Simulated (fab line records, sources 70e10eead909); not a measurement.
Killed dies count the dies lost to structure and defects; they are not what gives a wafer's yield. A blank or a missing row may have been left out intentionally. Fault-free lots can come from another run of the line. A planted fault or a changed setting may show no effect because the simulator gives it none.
The tool behind it: which one? || flow nand-harc || Sampling: 12 lots, 36 wafers, 4 of 1159 route steps

WHAT EACH GAUGE READ, for each wafer
Not one reading of a measure or inspect step in the record can be checked against a usual standard deviation.

WHICH TOOL RAN EACH LOT (tool, then ch and the chambers of the sampled wafers, then the start)
{"lot": "L365", "NHARC_A_STAIRCASE_DESCUM_252": "rie-diel-03 ch 0,1,3, day 11 19:35", "NHARC_A_STAIRCASE_ETCH_452": "rie-diel-01 ch 0,1,2, day 12 03:33 or earlier", "NHARC_A_STAIRCASE_DEP_301": "pecvd-04 ch 0,1,2, day 12 03:33", "NHARC_A_STAIRCASE_ETCH_453": "rie-diel-13 ch 0,1,3, no start"}
{"lot": "L366", "NHARC_A_STAIRCASE_DESCUM_252": "rie-diel-03 ch 1,2,3, day 11 21:01", "NHARC_A_STAIRCASE_ETCH_452": "rie-diel-03 ch 0,1,3, day 12 05:31 or earlier", "NHARC_A_STAIRCASE_DEP_301": "pecvd-03 ch 1,2, day 12 05:31", "NHARC_A_STAIRCASE_ETCH_453": "rie-diel-03 ch 0,1,3, no start"}
{"lot": "L368", "NHARC_A_STAIRCASE_DESCUM_252": "rie-diel-13 ch 1,2,3, day 12 00:08", "NHARC_A_STAIRCASE_ETCH_452": "rie-diel-01 ch 0,1,2, day 12 08:10 or earlier", "NHARC_A_STAIRCASE_DEP_301": "pecvd-04 ch 0,1,2, day 12 08:10", "NHARC_A_STAIRCASE_ETCH_453": "rie-diel-13 ch 0,1,2, no start"}
{"lot": "L364", "NHARC_A_STAIRCASE_DESCUM_252": "rie-diel-03 ch 0,1,2, day 12 00:47", "NHARC_A_STAIRCASE_ETCH_452": "rie-diel-03 ch 0,1,2, day 12 10:16 or earlier", "NHARC_A_STAIRCASE_DEP_301": "pecvd-04 ch 0,1,2, day 12 10:16", "NHARC_A_STAIRCASE_ETCH_453": "rie-diel-01 ch 0,1,3, day 12 12:46"}
{"lot": "L367", "NHARC_A_STAIRCASE_DESCUM_252": "rie-diel-01 ch 0,2,3, day 12 05:54", "NHARC_A_STAIRCASE_ETCH_452": "rie-diel-03 ch 0,1,3, day 12 12:34", "NHARC_A_STAIRCASE_DEP_301": "pecvd-04 ch 0,1, day 12 16:28", "NHARC_A_STAIRCASE_ETCH_453": "rie-diel-01 ch 0,2,3, no start"}
{"lot": "L379", "NHARC_A_STAIRCASE_DESCUM_252": "rie-diel-03 ch 1,3, day 14 08:51", "NHARC_A_STAIRCASE_ETCH_452": "rie-diel-03 ch 2,3, day 14 20:08 or earlier", "NHARC_A_STAIRCASE_DEP_301": "pecvd-04 ch 1,2, day 14 20:08", "NHARC_A_STAIRCASE_ETCH_453": "rie-diel-13 ch 0,1,3, no start"}
{"lot": "L376", "NHARC_A_STAIRCASE_DESCUM_252": "rie-diel-13 ch 0,2,3, day 15 01:01", "NHARC_A_STAIRCASE_ETCH_452": "rie-diel-01 ch 0,1,2, day 15 09:25 or earlier", "NHARC_A_STAIRCASE_DEP_301": "pecvd-01 ch 0,1, day 15 09:25", "NHARC_A_STAIRCASE_ETCH_453": "rie-diel-13 ch 1,2, no start"}
{"lot": "L380", "NHARC_A_STAIRCASE_DESCUM_252": "rie-diel-03 ch 0,3, day 15 06:57", "NHARC_A_STAIRCASE_ETCH_452": "rie-diel-13 ch 0,3, day 15 19:07 or earlier", "NHARC_A_STAIRCASE_DEP_301": "pecvd-03 ch 0,1, day 15 19:07", "NHARC_A_STAIRCASE_ETCH_453": "rie-diel-13 ch 0,3, no start"}
{"lot": "L378", "NHARC_A_STAIRCASE_DESCUM_252": "rie-diel-01 ch 1,2, day 15 07:49", "NHARC_A_STAIRCASE_ETCH_452": "rie-diel-01 ch 1,3, day 15 21:47 or earlier", "NHARC_A_STAIRCASE_DEP_301": "pecvd-01 ch 0,1,2, day 15 21:47", "NHARC_A_STAIRCASE_ETCH_453": "rie-diel-03 ch 0,2, no start"}
{"lot": "L381", "NHARC_A_STAIRCASE_DESCUM_252": "rie-diel-01 ch 0,1,3, day 15 15:54", "NHARC_A_STAIRCASE_ETCH_452": "rie-diel-01 ch 1,2,3, day 16 04:02 or earlier", "NHARC_A_STAIRCASE_DEP_301": "pecvd-03 ch 0,2, day 16 04:02", "NHARC_A_STAIRCASE_ETCH_453": "rie-diel-13 ch 1,2,3, no start"}
{"lot": "L383", "NHARC_A_STAIRCASE_DESCUM_252": "rie-diel-01 ch 0,1,3, day 16 02:43", "NHARC_A_STAIRCASE_ETCH_452": "rie-diel-01 ch 0,3, day 16 17:08 or earlier", "NHARC_A_STAIRCASE_DEP_301": "pecvd-03 ch 0,2, day 16 17:08", "NHARC_A_STAIRCASE_ETCH_453": "rie-diel-13 ch 1,3, no start"}
{"lot": "L387", "NHARC_A_STAIRCASE_DESCUM_252": "rie-diel-03 ch 2,3, day 16 18:13", "NHARC_A_STAIRCASE_ETCH_452": "rie-diel-13 ch 0,1,3, day 17 06:48 or earlier", "NHARC_A_STAIRCASE_DEP_301": "pecvd-04 ch 0,2, day 17 06:48", "NHARC_A_STAIRCASE_ETCH_453": "rie-diel-01 ch 0,2, no start"}
- NHARC_A_STAIRCASE_DESCUM_252: chemistry O2, time 3 s.
- NHARC_A_STAIRCASE_ETCH_452: etches the open film in CF4/O2, target depth 30 nm, overetch 3 nm, time 16.5 s.
- NHARC_A_STAIRCASE_DEP_301: deposits SiON, target thk 30 nm.
- NHARC_A_STAIRCASE_ETCH_453: etches the open film in CF4/O2, target depth 30 nm, overetch 3 nm, time 16.5 s.

AS READ BY THE TOOLS THEMSELVES (means over the sampled wafers that have a number; for cases with no such wafer, the mark the record gives instead)
NHARC_A_STAIRCASE_DESCUM_252. Usual: drypump-motor-current-A 6.0 A, standard deviation 0.38; oes-product-au 0.998 a.u., standard deviation 0.01; rf-vpp-V 57.7 V, standard deviation 0.85; showerhead-plenum-p-Torr 1.87 Torr, standard deviation 0.086; throttle-valve-pct 11.310 %, standard deviation 0.0087.
{"lot": "L365", "tool": "rie-diel-03", "drypump-motor-current-A (A)": 6.0, "oes-product-au (a.u.)": 0.999, "rf-vpp-V (V)": 57.4, "showerhead-plenum-p-Torr (Torr)": 1.86, "throttle-valve-pct (%)": 11.320, "flag": ""}
{"lot": "L366", "tool": "rie-diel-03", "drypump-motor-current-A (A)": 6.2, "oes-product-au (a.u.)": 1.007, "rf-vpp-V (V)": 57.1, "showerhead-plenum-p-Torr (Torr)": 1.82, "throttle-valve-pct (%)": 11.305, "flag": ""}
{"lot": "L368", "tool": "rie-diel-13", "drypump-motor-current-A (A)": 6.2, "oes-product-au (a.u.)": 0.990, "rf-vpp-V (V)": 57.5, "showerhead-plenum-p-Torr (Torr)": 1.90, "throttle-valve-pct (%)": 11.319, "flag": ""}
{"lot": "L364", "tool": "rie-diel-03", "drypump-motor-current-A (A)": 6.0, "oes-product-au (a.u.)": 1.007, "rf-vpp-V (V)": 57.9, "showerhead-plenum-p-Torr (Torr)": 1.82, "throttle-valve-pct (%)": 11.302, "flag": ""}
{"lot": "L367", "tool": "rie-diel-01", "drypump-motor-current-A (A)": 5.8, "oes-product-au (a.u.)": 0.995, "rf-vpp-V (V)": 57.7, "showerhead-plenum-p-Torr (Torr)": 1.86, "throttle-valve-pct (%)": 11.307, "flag": ""}
{"lot": "L379", "tool": "rie-diel-03", "drypump-motor-current-A (A)": 6.1, "oes-product-au (a.u.)": 1.004, "rf-vpp-V (V)": 57.8, "showerhead-plenum-p-Torr (Torr)": 1.81, "throttle-valve-pct (%)": 11.315, "flag": ""}
{"lot": "L376", "tool": "rie-diel-13", "drypump-motor-current-A (A)": 5.8, "oes-product-au (a.u.)": 0.996, "rf-vpp-V (V)": 58.4, "showerhead-plenum-p-Torr (Torr)": 1.94, "throttle-valve-pct (%)": 11.310, "flag": ""}
{"lot": "L380", "tool": "rie-diel-03", "drypump-motor-current-A (A)": 6.0, "oes-product-au (a.u.)": 1.007, "rf-vpp-V (V)": 57.9, "showerhead-plenum-p-Torr (Torr)": 1.89, "throttle-valve-pct (%)": 11.316, "flag": ""}
{"lot": "L378", "tool": "rie-diel-01", "drypump-motor-current-A (A)": 6.1, "oes-product-au (a.u.)": 0.993, "rf-vpp-V (V)": 57.7, "showerhead-plenum-p-Torr (Torr)": 1.83, "throttle-valve-pct (%)": 11.307, "flag": ""}
{"lot": "L381", "tool": "rie-diel-01", "drypump-motor-current-A (A)": 5.7, "oes-product-au (a.u.)": 0.994, "rf-vpp-V (V)": 57.9, "showerhead-plenum-p-Torr (Torr)": 1.86, "throttle-valve-pct (%)": 11.312, "flag": ""}
{"lot": "L383", "tool": "rie-diel-01", "drypump-motor-current-A (A)": 5.7, "oes-product-au (a.u.)": 1.002, "rf-vpp-V (V)": 57.3, "showerhead-plenum-p-Torr (Torr)": 1.86, "throttle-valve-pct (%)": 11.307, "flag": ""}
{"lot": "L387", "tool": "rie-diel-03", "drypump-motor-current-A (A)": 6.2, "oes-product-au (a.u.)": 1.002, "rf-vpp-V (V)": 57.2, "showerhead-plenum-p-Torr (Torr)": 1.85, "throttle-valve-pct (%)": 11.311, "flag": ""}

NHARC_A_STAIRCASE_ETCH_452. Usual: drypump-motor-current-A 5.9 A, standard deviation 0.41; oes-product-au 0.999 a.u., standard deviation 0.011; rf-vpp-V 197.4 V, standard deviation 1.4; showerhead-plenum-p-Torr 1.31 Torr, standard deviation 0.06; throttle-valve-pct 13.398 %, standard deviation 0.0086.
{"lot": "L365", "tool": "rie-diel-01", "drypump-motor-current-A (A)": 6.0, "oes-product-au (a.u.)": 0.994, "rf-vpp-V (V)": 196.6, "showerhead-plenum-p-Torr (Torr)": 1.32, "throttle-valve-pct (%)": 13.399, "flag": ""}
{"lot": "L366", "tool": "rie-diel-03", "drypump-motor-current-A (A)": 6.0, "oes-product-au (a.u.)": 1.003, "rf-vpp-V (V)": 198.1, "showerhead-plenum-p-Torr (Torr)": 1.30, "throttle-valve-pct (%)": 13.387, "flag": ""}
{"lot": "L368", "tool": "rie-diel-01", "drypump-motor-current-A (A)": 6.0, "oes-product-au (a.u.)": 0.987, "rf-vpp-V (V)": 197.5, "showerhead-plenum-p-Torr (Torr)": 1.32, "throttle-valve-pct (%)": 13.397, "flag": ""}
{"lot": "L364", "tool": "rie-diel-03", "drypump-motor-current-A (A)": 6.0, "oes-product-au (a.u.)": 1.006, "rf-vpp-V (V)": 196.5, "showerhead-plenum-p-Torr (Torr)": 1.27, "throttle-valve-pct (%)": 13.393, "flag": ""}
{"lot": "L367", "tool": "rie-diel-03", "drypump-motor-current-A (A)": 6.0, "oes-product-au (a.u.)": 1.012, "rf-vpp-V (V)": 196.8, "showerhead-plenum-p-Torr (Torr)": 1.30, "throttle-valve-pct (%)": 13.396, "flag": ""}
{"lot": "L379", "tool": "rie-diel-03", "drypump-motor-current-A (A)": 6.3, "oes-product-au (a.u.)": 1.003, "rf-vpp-V (V)": 196.8, "showerhead-plenum-p-Torr (Torr)": 1.27, "throttle-valve-pct (%)": 13.407, "flag": ""}
{"lot": "L376", "tool": "rie-diel-01", "drypump-motor-current-A (A)": 6.0, "oes-product-au (a.u.)": 0.992, "rf-vpp-V (V)": 198.3, "showerhead-plenum-p-Torr (Torr)": 1.31, "throttle-valve-pct (%)": 13.392, "flag": ""}
{"lot": "L380", "tool": "rie-diel-13", "drypump-motor-current-A (A)": 5.5, "oes-product-au (a.u.)": 1.000, "rf-vpp-V (V)": 198.3, "showerhead-plenum-p-Torr (Torr)": 1.32, "throttle-valve-pct (%)": 13.396, "flag": ""}
{"lot": "L378", "tool": "rie-diel-01", "drypump-motor-current-A (A)": 5.4, "oes-product-au (a.u.)": 0.999, "rf-vpp-V (V)": 196.2, "showerhead-plenum-p-Torr (Torr)": 1.26, "throttle-valve-pct (%)": 13.389, "flag": ""}
{"lot": "L381", "tool": "rie-diel-01", "drypump-motor-current-A (A)": 5.8, "oes-product-au (a.u.)": 1.004, "rf-vpp-V (V)": 197.3, "showerhead-plenum-p-Torr (Torr)": 1.27, "throttle-valve-pct (%)": 13.407, "flag": ""}
{"lot": "L383", "tool": "rie-diel-01", "drypump-motor-current-A (A)": 5.5, "oes-product-au (a.u.)": 0.993, "rf-vpp-V (V)": 196.8, "showerhead-plenum-p-Torr (Torr)": 1.28, "throttle-valve-pct (%)": 13.390, "flag": ""}
{"lot": "L387", "tool": "rie-diel-13", "drypump-motor-current-A (A)": 5.8, "oes-product-au (a.u.)": 1.014, "rf-vpp-V (V)": 197.7, "showerhead-plenum-p-Torr (Torr)": 1.36, "throttle-valve-pct (%)": 13.396, "flag": ""}

NHARC_A_STAIRCASE_DEP_301. Usual: heater-power-outer-w 446 W, standard deviation 79; heater-power-w 732 W, standard deviation 110; rf-fwd-power-W 348.3 W, standard deviation 1.1; showerhead-vpp-V 1144 V, standard deviation 45.
{"lot": "L365", "tool": "pecvd-04", "heater-power-outer-w (W)": 450, "heater-power-w (W)": 728, "rf-fwd-power-W (W)": 348.8, "showerhead-vpp-V (V)": 1154, "flag": ""}
{"lot": "L366", "tool": "pecvd-03", "heater-power-outer-w (W)": 425, "heater-power-w (W)": 716, "rf-fwd-power-W (W)": 348.1, "showerhead-vpp-V (V)": 1104, "flag": ""}
{"lot": "L368", "tool": "pecvd-04", "heater-power-outer-w (W)": 482, "heater-power-w (W)": 782, "rf-fwd-power-W (W)": 348.0, "showerhead-vpp-V (V)": 1152, "flag": ""}
{"lot": "L364", "tool": "pecvd-04", "heater-power-outer-w (W)": 465, "heater-power-w (W)": 767, "rf-fwd-power-W (W)": 348.1, "showerhead-vpp-V (V)": 1155, "flag": ""}
{"lot": "L367", "tool": "pecvd-04", "heater-power-outer-w (W)": 450, "heater-power-w (W)": 710, "rf-fwd-power-W (W)": 348.9, "showerhead-vpp-V (V)": 1114, "flag": ""}
{"lot": "L379", "tool": "pecvd-04", "heater-power-outer-w (W)": 464, "heater-power-w (W)": 778, "rf-fwd-power-W (W)": 347.9, "showerhead-vpp-V (V)": 1178, "flag": ""}
{"lot": "L376", "tool": "pecvd-01", "heater-power-outer-w (W)": 464, "heater-power-w (W)": 763, "rf-fwd-power-W (W)": 488.0, "showerhead-vpp-V (V)": 1383, "flag": "OFF"}
{"lot": "L380", "tool": "pecvd-03", "heater-power-outer-w (W)": 384, "heater-power-w (W)": 644, "rf-fwd-power-W (W)": 348.9, "showerhead-vpp-V (V)": 1163, "flag": ""}
{"lot": "L378", "tool": "pecvd-01", "heater-power-outer-w (W)": 418, "heater-power-w (W)": 696, "rf-fwd-power-W (W)": 487.9, "showerhead-vpp-V (V)": 1330, "flag": "OFF"}
{"lot": "L381", "tool": "pecvd-03", "heater-power-outer-w (W)": 414, "heater-power-w (W)": 668, "rf-fwd-power-W (W)": 348.3, "showerhead-vpp-V (V)": 1181, "flag": ""}
{"lot": "L383", "tool": "pecvd-03", "heater-power-outer-w (W)": 421, "heater-power-w (W)": 679, "rf-fwd-power-W (W)": 349.2, "showerhead-vpp-V (V)": 1172, "flag": ""}
{"lot": "L387", "tool": "pecvd-04", "heater-power-outer-w (W)": 443, "heater-power-w (W)": 743, "rf-fwd-power-W (W)": 348.3, "showerhead-vpp-V (V)": 1140, "flag": ""}

NHARC_A_STAIRCASE_ETCH_453. Usual: drypump-motor-current-A 6.0 A, standard deviation 0.43; oes-product-au 1.000 a.u., standard deviation 0.011; rf-vpp-V 197.2 V, standard deviation 1.5; showerhead-plenum-p-Torr 1.31 Torr, standard deviation 0.064; throttle-valve-pct 13.397 %, standard deviation 0.0093.
{"lot": "L365", "tool": "rie-diel-13", "drypump-motor-current-A (A)": 5.9, "oes-product-au (a.u.)": 0.988, "rf-vpp-V (V)": 196.0, "showerhead-plenum-p-Torr (Torr)": 1.29, "throttle-valve-pct (%)": 13.398, "flag": ""}
{"lot": "L366", "tool": "rie-diel-03", "drypump-motor-current-A (A)": 6.1, "oes-product-au (a.u.)": 1.010, "rf-vpp-V (V)": 196.2, "showerhead-plenum-p-Torr (Torr)": 1.30, "throttle-valve-pct (%)": 13.400, "flag": ""}
{"lot": "L368", "tool": "rie-diel-13", "drypump-motor-current-A (A)": 5.8, "oes-product-au (a.u.)": 1.005, "rf-vpp-V (V)": 198.3, "showerhead-plenum-p-Torr (Torr)": 1.34, "throttle-valve-pct (%)": 13.393, "flag": ""}
{"lot": "L364", "tool": "rie-diel-01", "drypump-motor-current-A (A)": 5.7, "oes-product-au (a.u.)": 0.990, "rf-vpp-V (V)": 197.8, "showerhead-plenum-p-Torr (Torr)": 1.30, "throttle-valve-pct (%)": 13.391, "flag": ""}
{"lot": "L367", "tool": "rie-diel-01", "drypump-motor-current-A (A)": 5.8, "oes-product-au (a.u.)": 0.986, "rf-vpp-V (V)": 197.0, "showerhead-plenum-p-Torr (Torr)": 1.30, "throttle-valve-pct (%)": 13.404, "flag": ""}
{"lot": "L379", "tool": "rie-diel-13", "drypump-motor-current-A (A)": 5.9, "oes-product-au (a.u.)": 0.998, "rf-vpp-V (V)": 197.9, "showerhead-plenum-p-Torr (Torr)": 1.36, "throttle-valve-pct (%)": 13.396, "flag": ""}
{"lot": "L376", "tool": "rie-diel-13", "drypump-motor-current-A (A)": 6.1, "oes-product-au (a.u.)": 1.001, "rf-vpp-V (V)": 198.1, "showerhead-plenum-p-Torr (Torr)": 1.37, "throttle-valve-pct (%)": 13.399, "flag": ""}
{"lot": "L380", "tool": "rie-diel-13", "drypump-motor-current-A (A)": 5.9, "oes-product-au (a.u.)": 0.990, "rf-vpp-V (V)": 198.6, "showerhead-plenum-p-Torr (Torr)": 1.38, "throttle-valve-pct (%)": 13.406, "flag": ""}
{"lot": "L378", "tool": "rie-diel-03", "drypump-motor-current-A (A)": 6.0, "oes-product-au (a.u.)": 0.998, "rf-vpp-V (V)": 197.0, "showerhead-plenum-p-Torr (Torr)": 1.29, "throttle-valve-pct (%)": 13.402, "flag": ""}
{"lot": "L381", "tool": "rie-diel-13", "drypump-motor-current-A (A)": 6.2, "oes-product-au (a.u.)": 0.991, "rf-vpp-V (V)": 199.4, "showerhead-plenum-p-Torr (Torr)": 1.39, "throttle-valve-pct (%)": 13.392, "flag": ""}
{"lot": "L383", "tool": "rie-diel-13", "drypump-motor-current-A (A)": 6.3, "oes-product-au (a.u.)": 0.998, "rf-vpp-V (V)": 199.3, "showerhead-plenum-p-Torr (Torr)": 1.39, "throttle-valve-pct (%)": 13.398, "flag": ""}
{"lot": "L387", "tool": "rie-diel-01", "drypump-motor-current-A (A)": 6.1, "oes-product-au (a.u.)": 0.999, "rf-vpp-V (V)": 197.1, "showerhead-plenum-p-Torr (Torr)": 1.30, "throttle-valve-pct (%)": 13.398, "flag": ""}

THE ANSWER, worked out from the rows above alone
Rule: take the mean of a lot's wafers that have a number; if it is more than 3 standard deviations from the usual mean, the lot is off. Also off: a lot with no number at a reading for which 4 or more lots have one. Where the step has rows for the other lots, those lots are counted as sound. After the gauges, taken in route order, come the tools' own readings; for these a lot's mean is taken, as printed above. The first step at which some lot is off is used, and at that step the reading that is off furthest; a lot without a number counts as furthest.
Off at NHARC_A_STAIRCASE_DEP_301 (rf-fwd-power-W): L376, L378.
If a tool, at that step or one of the process steps before it, ran each lot that is off and ran no sound lot following the first of them, it fits. Because NHARC_A_STAIRCASE_ETCH_452 lacks a start for some lots, the hours and order of its lots are taken from NHARC_A_STAIRCASE_DEP_301. One candidate fits, namely pecvd-01 at NHARC_A_STAIRCASE_DEP_301. It ran no sound lot before its first lot that is off in this sample, so the start can't be narrowed down.
The tool's own readings at NHARC_A_STAIRCASE_DEP_301 bear it out: on the lots that are off they differ by more than 5 times the standard deviation of the sound lots' means. rf-fwd-power-W reads 487.9 W there against 348.4 W on the sound lots; showerhead-vpp-V reads 1356 V there against 1151 V on the sound lots.

WHAT HAD BEEN PUT IN BY THE SIMULATOR
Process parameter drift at NHARC_A_STAIRCASE_DEP_301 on pecvd-01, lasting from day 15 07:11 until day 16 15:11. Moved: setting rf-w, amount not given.
Struck lots among those shown: L376, L378. This agrees with what the rule above found.
